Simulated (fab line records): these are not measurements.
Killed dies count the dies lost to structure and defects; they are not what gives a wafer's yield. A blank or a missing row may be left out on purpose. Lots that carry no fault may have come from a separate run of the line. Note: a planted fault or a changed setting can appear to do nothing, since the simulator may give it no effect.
Which tool was responsible? || flow nand-harc || 6 lots with 18 wafers sampled at 4 steps, on a route of 1302 steps

WHAT THE GAUGES SHOWED, per wafer
NHARC_A_ONON_D2_THK_MEAS_30: measures by ellipsometry.
{"lot": "L933", "measured": "day 14 13:14", "on": "film-metro-02", "thk-nm (nm)": "1000 1001 999"}
{"lot": "L937", "measured": "day 15 17:22", "on": "film-metro-01", "thk-nm (nm)": "1500 1501 1503"}
{"lot": "L945", "measured": "day 18 17:56", "on": "film-metro-02", "thk-nm (nm)": "1005 1007 1006"}
{"lot": "L947", "measured": "day 19 13:46", "on": "film-metro-01", "thk-nm (nm)": "987 985 988"}
{"lot": "L950", "measured": "day 21 03:27", "on": "film-metro-02", "thk-nm (nm)": "1023 1026 1027"}
{"lot": "L954", "measured": "day 22 01:26", "on": "film-metro-01", "thk-nm (nm)": "1008 1009 1010"}

TOOL THAT RAN EACH LOT (tool first, then ch and the chambers of the sampled wafers, then the start)
{"lot": "L933", "NHARC_A_CHANNEL_FILL_D1_ETCHBACK_08": "rie-diel-08 ch 0,2, day 14 12:44 or earlier", "NHARC_A_CHANNEL_FILL_D1_STRIP_29": "rie-diel-08 ch 1,2,3, day 14 12:44 or earlier", "NHARC_A_ONON_D2_DEP_28": "pecvd-onon-01 ch 0, day 14 12:44"}
{"lot": "L937", "NHARC_A_CHANNEL_FILL_D1_ETCHBACK_08": "rie-diel-08 ch 0,2,3, day 15 16:51 or earlier", "NHARC_A_CHANNEL_FILL_D1_STRIP_29": "rie-diel-08 ch 0,2, day 15 16:51 or earlier", "NHARC_A_ONON_D2_DEP_28": "pecvd-onon-02 ch 0, day 15 16:51"}
{"lot": "L945", "NHARC_A_CHANNEL_FILL_D1_ETCHBACK_08": "rie-diel-04 ch 1,2,3, day 16 12:58 or earlier", "NHARC_A_CHANNEL_FILL_D1_STRIP_29": "rie-diel-04 ch 2,3, day 16 12:58", "NHARC_A_ONON_D2_DEP_28": "pecvd-onon-02 ch 0, day 18 17:29"}
{"lot": "L947", "NHARC_A_CHANNEL_FILL_D1_ETCHBACK_08": "rie-diel-08 ch 1,2,3, day 19 13:22 or earlier", "NHARC_A_CHANNEL_FILL_D1_STRIP_29": "rie-diel-08 ch 0,1, day 19 13:22 or earlier", "NHARC_A_ONON_D2_DEP_28": "pecvd-onon-02 ch 0, day 19 13:22"}
{"lot": "L950", "NHARC_A_CHANNEL_FILL_D1_ETCHBACK_08": "rie-diel-08 ch 1,2,3, day 21 02:56 or earlier", "NHARC_A_CHANNEL_FILL_D1_STRIP_29": "rie-diel-08 ch 0,1,2, day 21 02:56 or earlier", "NHARC_A_ONON_D2_DEP_28": "pecvd-onon-04 ch 0, day 21 02:56"}
{"lot": "L954", "NHARC_A_CHANNEL_FILL_D1_ETCHBACK_08": "rie-diel-08 ch 1,2,3, day 22 00:59 or earlier", "NHARC_A_CHANNEL_FILL_D1_STRIP_29": "rie-diel-08 ch 0,1,3, day 22 00:59 or earlier", "NHARC_A_ONON_D2_DEP_28": "pecvd-onon-01 ch 0, day 22 00:59"}
- NHARC_A_CHANNEL_FILL_D1_ETCHBACK_08: etches the open film in C4F8, target depth 220 nm, time 110 s.
- NHARC_A_CHANNEL_FILL_D1_STRIP_29: strips in O2, time 20 s.
- NHARC_A_ONON_D2_DEP_28: target thk 1000 nm.

THE ANSWER, worked out from the rows above alone
Rule: the lots themselves supply what counts as usual. Put in order of their means at a reading, lots are off if they are a third of the lots or fewer, leave a main group of 4 or more, and stand apart from it by a gap of 3 or more times the standard deviation of the main group's means; of several such gaps the widest counts. The tables above print the reading to a certain number of digits; a main group whose means all agree to those digits is not used. A lot without any number at a reading at which 4 lots or more have one is off too. All remaining lots with rows at the step are treated as sound.
Off, at NHARC_A_ONON_D2_THK_MEAS_30 on thk-nm: L937. Main group: mean 1005 nm, sd 13.
A tool fits if, at a process step before that reading, it ran every lot that is off, and no sound lot after the first of them. Gauges at NHARC_A_ONON_D2_THK_MEAS_30: tried the same way as those tools. With no start given for some of its lots, NHARC_A_CHANNEL_FILL_D1_ETCHBACK_08 uses the hours and lot order of NHARC_A_ONON_D2_DEP_28. With no start given for some of its lots, NHARC_A_CHANNEL_FILL_D1_STRIP_29 uses the hours and lot order of NHARC_A_ONON_D2_DEP_28. Not one of the candidates tried fits.

WHAT THE SIMULATOR HAD PUT IN
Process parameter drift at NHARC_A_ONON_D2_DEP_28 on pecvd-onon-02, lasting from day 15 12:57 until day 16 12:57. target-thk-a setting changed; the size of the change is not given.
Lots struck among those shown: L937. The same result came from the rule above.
